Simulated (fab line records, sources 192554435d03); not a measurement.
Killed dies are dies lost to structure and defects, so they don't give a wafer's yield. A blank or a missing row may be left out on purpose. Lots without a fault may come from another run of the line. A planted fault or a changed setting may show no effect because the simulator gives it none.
Chamber matching | flow n5_finfet | N5_GATE_CUT_PECVD_57 on pecvd-02: 3 sister chambers
The step deposits SiNx from SiH4/NH3/N2, target thk 21 nm. 3 wafers are shown with their chamber, then 7 later ones without.

WAFERS WITH THEIR CHAMBER
wafer  | chamber | throttle_valve_pct (%)
L088.3 | 1       | 37.3
L091.2 | 0       | 43.7
L091.3 | 2       | 40.2

WAFERS WITHOUT THEIR CHAMBER
wafer  | throttle_valve_pct (%)
L091.6 | 37.0
L093.1 | 43.3
L093.2 | 37.1
L093.5 | 37.1
L096.1 | 40.4
L096.3 | 43.4
L096.4 | 37.2

WHICH CHAMBER EACH WENT THROUGH
wafer  | from the rows above | in truth
L091.6 | 1                   | 1
L093.1 | 0                   | 0
L093.2 | 1                   | 1
L093.5 | 1                   | 1
L096.1 | 2                   | 2
L096.3 | 0                   | 0
L096.4 | 1                   | 1
Placed correctly: 7 of 7. Can't be placed from these rows: 0. Placed wrongly: 0.
How it was worked out, from the rows above alone: a wafer's distance from a chamber is the root of the sum, over the readings, of the square of ((its reading less the chamber's mean) divided by the reading's scatter). The wafer belongs to the nearest chamber; if the next one is less than 2 further off, it can't be placed. A chamber's mean is the mean of its shown wafers. The scatter: with one shown wafer a chamber, the root of the mean of the squares of how far each hidden wafer lies from its nearest shown one.
